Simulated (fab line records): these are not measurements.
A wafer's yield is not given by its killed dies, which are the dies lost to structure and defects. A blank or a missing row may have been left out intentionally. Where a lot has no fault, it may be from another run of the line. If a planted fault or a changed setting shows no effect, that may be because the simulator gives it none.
Which tool was responsible?	flow nand harc	24 lots with 72 wafers sampled at 6 steps, on a route of 1159 steps

== WHAT EACH GAUGE READ, for each wafer ==
No reading from a measuring or inspecting step in the record can be judged against a usual standard deviation.

== EACH LOT AND THE TOOL THAT RAN IT (in order: tool; ch and the chambers of the sampled wafers; start) ==
lot	NHARC_A_STAIRCASE_ETCH_315	NHARC_A_STAIRCASE_DEP_151	NHARC_A_STAIRCASE_ETCH_444	NHARC_A_SGD_CUT_DEP_00	NHARC_A_SGD_CUT_ETCH_58	NHARC_A_SGD_CUT_STRIP_17
L074	rie diel-13 ch 0,1,2, day 12 18:28 or earlier	pecvd-04 ch 0,1,2, day 12 18:28	rie diel-05 ch 0,2,3, day 13 20:51	pecvd-01 ch 0,1,2, day 14 01:47	rie diel-04 ch 0,1,2, day 14 02:53	rie diel-04 ch 1,2,3, no start
L075	rie diel-02 ch 1,2,3, day 12 18:28 or earlier	pecvd-01 ch 0,1,2, day 12 18:28	rie diel-02 ch 1,2,3, day 13 20:56	pecvd-04 ch 0,1,2, day 14 01:44	rie diel-10 ch 0,2,3, day 14 02:43	rie diel-10 ch 0,1,3, no start
L076	rie diel-05 ch 0,2, day 13 01:13 or earlier	pecvd-02 ch 0,1,2, day 13 01:13	rie diel-13 ch 0,1, day 14 06:01	pecvd-03 ch 0,2, day 14 10:59	rie diel-10 ch 1,3, day 14 11:57	rie diel-10 ch 1,3, no start
L077	rie diel-02 ch 0,2,3, day 13 01:01 or earlier	pecvd-04 ch 1,2, day 13 01:01	rie diel-02 ch 1,2, day 14 06:13	pecvd-03 ch 0,2, day 14 11:14	rie diel-04 ch 0,1,2, day 14 12:19	rie diel-04 ch 1,2, no start
L079	rie diel-13 ch 0,2, day 13 01:01 or earlier	pecvd-01 ch 1,2, day 13 01:01	rie diel-05 ch 0,2,3, day 14 06:15	pecvd-01 ch 1,2, day 14 11:08	rie diel-11 ch 0,1,2, day 14 12:08	rie diel-11 ch 2,3, no start
L078	rie diel-05 ch 0,1,2, day 13 08:11 or earlier	pecvd-02 ch 1,2, day 13 08:11	rie diel-13 ch 1,3, day 14 11:23	pecvd-01 ch 0,1,2, day 14 16:08	rie diel-04 ch 0,1, day 14 17:08	rie diel-04 ch 0,1, no start
L081	rie diel-05 ch 0,2,3, day 14 07:25 or earlier	pecvd-04 ch 0,1,2, day 14 07:25	rie diel-02 ch 0,2, day 15 05:27	pecvd-03 ch 1,2, day 15 11:13	rie diel-11 ch 0,2,3, day 15 12:07	rie diel-11 ch 0,2,3, no start
L083	rie diel-13 ch 0,2,3, day 14 17:14 or earlier	pecvd-04 ch 0,2, day 14 17:14	rie diel-13 ch 0,1,3, day 15 15:49	pecvd-03 ch 0,1,2, day 15 22:08	rie diel-04 ch 0,1,2, day 15 23:00	rie diel-04 ch 0,1,3, no start
L080	rie diel-05 ch 0,1,2, day 14 17:14 or earlier	pecvd-01 ch 1,2, day 14 17:14	rie diel-02 ch 1,2, day 15 15:34	pecvd-04 ch 1,2, day 15 21:21	rie diel-11 ch 0,3, day 15 22:14	rie diel-11 ch 0,2,3, no start
L082	rie diel-05 ch 1,3, day 15 02:52 or earlier	pecvd-01 ch 0,1, day 15 02:52	rie diel-02 ch 0,2, day 16 02:28	pecvd-04 ch 0,1, day 16 08:09	rie diel-04 ch 1,2,3, day 16 09:01	rie diel-04 ch 0,1, no start
L084	rie diel-05 ch 0,1,2, day 15 02:52 or earlier	pecvd-04 ch 0,1,2, day 15 02:52	rie diel-13 ch 0,2,3, day 16 02:18	pecvd-01 ch 1,2, day 16 08:01	rie diel-10 ch 0,2,3, day 16 08:55	rie diel-10 ch 0,1,3, no start
L089	rie diel-05 ch 0,3, day 15 19:16 or earlier	pecvd-01 ch 1,2, day 15 19:16	rie diel-05 ch 2,3, day 16 20:38	pecvd-01 ch 0,1,2, day 17 02:02	rie diel-04 ch 1,2, day 17 03:07	rie diel-04 ch 1,2,3, no start
L085	rie diel-13 ch 0,2,3, day 15 18:58 or earlier	pecvd-02 ch 0,1, day 15 18:58	rie diel-02 ch 0,2,3, day 16 20:31	pecvd-01 ch 0,1, day 17 01:31	rie diel-10 ch 1,2, day 17 03:00	rie diel-10 ch 1,3, no start
L086	rie diel-13 ch 0,1,2, day 15 21:49 or earlier	pecvd-04 ch 0,1,2, day 15 21:49	rie diel-13 ch 0,2,3, day 16 20:39	pecvd-01 ch 0,1,2, day 17 01:52	rie diel-04 ch 0,1,3, day 17 02:49	rie diel-04 ch 0,1,2, no start
L087	rie diel-13 ch 0,1,3, day 15 22:01 or earlier	pecvd-01 ch 0,1,2, day 15 22:01	rie diel-02 ch 1,2, day 16 22:28	pecvd-03 ch 0,1,2, day 17 03:31	rie diel-11 ch 1,2,3, day 17 04:26	rie diel-11 ch 0,1,2, no start
L088	rie diel-05 ch 0,2,3, day 16 07:49 or earlier	pecvd-02 ch 0,1, day 16 07:49	rie diel-05 ch 0,2,3, day 17 11:05	pecvd-03 ch 0,2, day 17 15:49	rie diel-11 ch 1,2,3, day 17 16:59	rie diel-11 ch 0,1,3, no start
L091	rie diel-13 ch 0,1,2, day 16 20:41 or earlier	pecvd-02 ch 1,2, day 16 20:41	rie diel-13 ch 0,1,2, day 18 01:54	pecvd-04 ch 0,1, day 18 06:53	rie diel-10 ch 0,2,3, day 18 07:53	rie diel-10 ch 0,1,2, no start
L090	rie diel-13 ch 0,1, day 17 05:00 or earlier	pecvd-01 ch 0,1,2, day 17 05:00	rie diel-05 ch 0,2,3, day 18 02:32	pecvd-03 ch 0,1, day 18 06:49	rie diel-04 ch 0,1,3, day 18 07:41	rie diel-04 ch 2,3, no start
L093	rie diel-13 ch 0,3, day 17 05:05 or earlier	pecvd-02 ch 0,1, day 17 05:05	rie diel-02 ch 1,2, day 18 02:23	pecvd-04 ch 0,1, day 18 07:23	rie diel-11 ch 0,1,2, day 18 08:23	rie diel-11 ch 0,2,3, no start
L094	rie diel-05 ch 0,1, day 17 09:10 or earlier	pecvd-01 ch 0,1,2, day 17 09:10	rie diel-05 ch 1,2, day 18 10:06	pecvd-04 ch 0,2, day 18 15:32	rie diel-04 ch 0,1,3, day 18 16:24	rie diel-04 ch 2,3, no start
L092	rie diel-13 ch 1,2,3, day 17 13:35 or earlier	pecvd-04 ch 1,2, day 17 13:35	rie diel-02 ch 1,2,3, day 18 17:12	pecvd-04 ch 0,2, day 18 21:37	rie diel-11 ch 1,2,3, day 18 22:33	rie diel-11 ch 0,3, no start
L096	rie diel-13 ch 0,3, day 17 18:37 or earlier	pecvd-04 ch 0,1,2, day 17 18:37	rie diel-13 ch 1,2, day 18 16:20	pecvd-04 ch 0,1,2, day 18 21:23	rie diel-10 ch 0,2,3, day 18 22:11	rie diel-10 ch 0,2,3, no start
L095	rie diel-05 ch 0,2,3, day 17 18:24 or earlier	pecvd-01 ch 0,1,2, day 17 18:24	rie diel-05 ch 1,2,3, day 18 16:39	pecvd-03 ch 0,1,2, day 18 21:43	rie diel-04 ch 0,1,3, day 18 22:41	rie diel-04 ch 1,2,3, no start
L097	rie diel-02 ch 0,2,3, day 18 09:32 or earlier	pecvd-02 ch 0,2, day 18 09:32	rie diel-13 ch 0,1,2, day 19 13:36	pecvd-03 ch 0,1,2, day 19 19:00	rie diel-11 ch 0,2, day 19 19:58	rie diel-11 ch 0,1,2, no start
- NHARC_A_STAIRCASE_ETCH_315: etches the open film in C4F8/O2/Ar, target depth 2500 nm, time 607.1 s.
- NHARC_A_STAIRCASE_DEP_151: deposits SiO2, target thk 3800 nm.
- NHARC_A_STAIRCASE_ETCH_444: etches the open film in C4F8/O2, target depth 10200 nm, time 3400 s.
- NHARC_A_SGD_CUT_DEP_00: deposits SiNx, target thk 50 nm.
- NHARC_A_SGD_CUT_ETCH_58: etches the open film in CF4, target depth 39 nm, time 65 s.
- NHARC_A_SGD_CUT_STRIP_17: strips in O2.

== WHAT THE TOOLS THEMSELVES READ (means of the sampled wafers that have a number; where no wafer has one, the mark that the record gives instead) ==
NHARC_A_STAIRCASE_ETCH_315. Usual: oes product au 0.929 a.u., standard deviation 0.011; rf vpp V 1824 V, standard deviation 11.
lot	tool	oes product au (a.u.)	rf vpp V (V)	flag
L074	rie diel-13	0.919	1824	
L075	rie diel-02	0.932	1828	
L076	rie diel-05	0.928	1830	
L077	rie diel-02	0.946	1829	
L079	rie diel-13	0.943	1833	
L078	rie diel-05	0.932	1826	
L081	rie diel-05	0.924	1831	
L083	rie diel-13	0.929	1823	
L080	rie diel-05	0.922	1826	
L082	rie diel-05	0.929	1827	
L084	rie diel-05	0.933	1825	
L089	rie diel-05	0.934	1828	
L085	rie diel-13	0.926	1822	
L086	rie diel-13	0.926	1823	
L087	rie diel-13	0.910	1814	
L088	rie diel-05	0.930	1830	
L091	rie diel-13	0.919	1823	
L090	rie diel-13	0.919	1814	
L093	rie diel-13	0.931	1818	
L094	rie diel-05	0.936	1819	
L092	rie diel-13	0.934	1815	
L096	rie diel-13	0.920	1813	
L095	rie diel-05	0.935	1830	
L097	rie diel-02	0.945	1840	

NHARC_A_STAIRCASE_DEP_151. Usual: 687 W for heater power w, sd 100.
lot	tool	heater power w (W)	flag
L074	pecvd-04	686	
L075	pecvd-01	764	
L076	pecvd-02	681	
L077	pecvd-04	687	
L079	pecvd-01	722	
L078	pecvd-02	702	
L081	pecvd-04	652	
L083	pecvd-04	672	
L080	pecvd-01	721	
L082	pecvd-01	768	
L084	pecvd-04	626	
L089	pecvd-01	686	
L085	pecvd-02	762	
L086	pecvd-04	646	
L087	pecvd-01	644	
L088	pecvd-02	732	
L091	pecvd-02	700	
L090	pecvd-01	696	
L093	pecvd-02	720	
L094	pecvd-01	691	
L092	pecvd-04	617	
L096	pecvd-04	553	
L095	pecvd-01	741	
L097	pecvd-02	806	

NHARC_A_STAIRCASE_ETCH_444. Usual: oes product au 0.931 a.u., standard deviation 0.018; rf vpp V 807 V, standard deviation 5.2.
lot	tool	oes product au (a.u.)	rf vpp V (V)	flag
L074	rie diel-05	0.916	808	
L075	rie diel-02	0.924	807	
L076	rie diel-13	0.942	804	
L077	rie diel-02	0.915	809	
L079	rie diel-05	0.913	808	
L078	rie diel-13	0.957	799	
L081	rie diel-02	0.967	812	
L083	rie diel-13	0.911	801	
L080	rie diel-02	0.943	809	
L082	rie diel-02	0.966	811	
L084	rie diel-13	0.922	805	
L089	rie diel-05	0.932	808	
L085	rie diel-02	0.952	813	
L086	rie diel-13	0.918	804	
L087	rie diel-02	0.929	812	
L088	rie diel-05	0.926	809	
L091	rie diel-13	0.917	805	
L090	rie diel-05	0.922	808	
L093	rie diel-02	0.930	811	
L094	rie diel-05	0.917	806	
L092	rie diel-02	0.923	813	
L096	rie diel-13	0.921	803	
L095	rie diel-05	0.929	805	
L097	rie diel-13	0.915	804	

NHARC_A_SGD_CUT_DEP_00. Usual: 730 W for heater power w, sd 83.
lot	tool	heater power w (W)	flag
L074	pecvd-01	751	
L075	pecvd-04	668	
L076	pecvd-03	716	
L077	pecvd-03	751	
L079	pecvd-01	750	
L078	pecvd-01	764	
L081	pecvd-03	835	
L083	pecvd-03	798	
L080	pecvd-04	775	
L082	pecvd-04	665	
L084	pecvd-01	783	
L089	pecvd-01	749	
L085	pecvd-01	719	
L086	pecvd-01	764	
L087	pecvd-03	761	
L088	pecvd-03	693	
L091	pecvd-04	584	
L090	pecvd-03	725	
L093	pecvd-04	571	
L094	pecvd-04	678	
L092	pecvd-04	628	
L096	pecvd-04	645	
L095	pecvd-03	797	
L097	pecvd-03	796	

NHARC_A_SGD_CUT_ETCH_58. Usual: drypump motor current A 5.7 A, standard deviation 0.33; oes product au 0.998 a.u., standard deviation 0.0088; rf vpp V 151.0 V, standard deviation 1.2; showerhead plenum p Torr 1.75 Torr, standard deviation 0.072; throttle valve pct 13.283 %, standard deviation 0.0097.
lot	tool	drypump motor current A (A)	oes product au (a.u.)	rf vpp V (V)	showerhead plenum p Torr (Torr)	throttle valve pct (%)	flag
L074	rie diel-04	5.7	0.998	150.4	1.74	13.277	
L075	rie diel-10	5.5	0.997	151.0	1.75	13.282	
L076	rie diel-10	5.5	1.011	151.4	1.67	13.281	
L077	rie diel-04	5.7	1.000	151.7	1.74	13.272	
L079	rie diel-11	5.9	0.994	151.1	1.79	13.283	
L078	rie diel-04	5.5	0.996	151.5	1.81	13.284	
L081	rie diel-11	5.8	0.998	151.9	1.79	13.281	
L083	rie diel-04	5.6	1.004	150.6	1.74	13.278	
L080	rie diel-11	5.8	0.999	151.0	1.75	13.284	
L082	rie diel-04	5.7	0.995	151.4	1.74	13.293	
L084	rie diel-10	5.6	1.001	151.4	1.75	13.286	
L089	rie diel-04	5.6	0.997	151.9	1.79	13.279	
L085	rie diel-10	5.1	0.999	150.3	1.72	13.289	
L086	rie diel-04	5.7	0.990	150.9	1.75	13.286	
L087	rie diel-11	6.1	1.001	151.6	1.74	13.276	
L088	rie diel-11	6.1	0.993	150.5	1.74	13.285	
L091	rie diel-10	5.5	0.995	150.5	1.75	13.279	
L090	rie diel-04	5.6	1.003	151.3	1.75	13.282	
L093	rie diel-11	5.9	0.999	151.1	1.78	13.286	
L094	rie diel-04	5.7	1.004	151.9	1.75	13.289	
L092	rie diel-11	6.1	0.997	149.7	1.74	13.287	
L096	rie diel-10	5.5	0.999	151.0	1.75	13.286	
L095	rie diel-04	5.7	1.000	151.5	1.75	13.291	
L097	rie diel-11	5.7	0.994	151.8	1.83	13.282	

NHARC_A_SGD_CUT_STRIP_17. Usual: drypump motor current A 5.7 A, standard deviation 0.32; oes product au 0.998 a.u., standard deviation 0.0092; rf vpp V 57.6 V, standard deviation 0.88; showerhead plenum p Torr 3.48 Torr, standard deviation 0.14; throttle valve pct 17.036 %, standard deviation 0.009.
lot	tool	drypump motor current A (A)	oes product au (a.u.)	rf vpp V (V)	showerhead plenum p Torr (Torr)	throttle valve pct (%)	flag
L074	rie diel-04	5.8	0.993	57.1	3.47	17.033	
L075	rie diel-10	5.5	0.994	57.5	3.40	17.039	
L076	rie diel-10	5.5	1.003	56.9	3.34	17.036	
L077	rie diel-04	5.6	0.999	57.8	3.58	17.024	
L079	rie diel-11	6.0	1.001	57.8	3.48	17.035	
L078	rie diel-04	5.5	1.002	59.1	3.60	17.041	
L081	rie diel-11	5.8	0.993	57.0	3.57	17.036	
L083	rie diel-04	5.7	1.006	57.7	3.49	17.037	
L080	rie diel-11	5.9	0.998	57.9	3.57	17.049	
L082	rie diel-04	5.5	1.003	57.9	3.60	17.032	
L084	rie diel-10	5.5	1.000	57.3	3.40	17.037	
L089	rie diel-04	5.7	0.991	57.5	3.47	17.030	
L085	rie diel-10	5.3	0.997	58.0	3.34	17.043	
L086	rie diel-04	5.7	0.996	57.0	3.47	17.036	
L087	rie diel-11	5.9	1.004	58.5	3.56	17.030	
L088	rie diel-11	5.9	0.993	56.8	3.49	17.036	
L091	rie diel-10	5.4	1.001	57.2	3.49	17.039	
L090	rie diel-04	5.9	0.995	56.8	3.36	17.040	
L093	rie diel-11	5.8	0.995	57.2	3.57	17.028	
L094	rie diel-04	5.9	0.986	56.3	3.33	17.034	
L092	rie diel-11	5.7	0.990	58.7	3.49	17.038	
L096	rie diel-10	5.6	1.001	58.1	3.48	17.041	
L095	rie diel-04	5.8	1.002	57.2	3.46	17.031	
L097	rie diel-11	6.0	0.997	57.9	3.56	17.026	

== THE ANSWER, worked out from the rows above alone ==
Rule: lot off if the mean of its wafers having a number is beyond 3 standard deviations from the usual mean. Also off: a lot with no number at a reading for which 4 or more lots have one. The other lots that the step has rows for count as sound. First the gauges in route order, then the tools' own readings, where a lot's mean is used as printed above. At the first step where some lot is off, the reading lying furthest off is the one used; lots without a number count as furthest.
None of the lots is off at any reading shown; this tells nothing.

== WHAT THE SIMULATOR PUT IN ==
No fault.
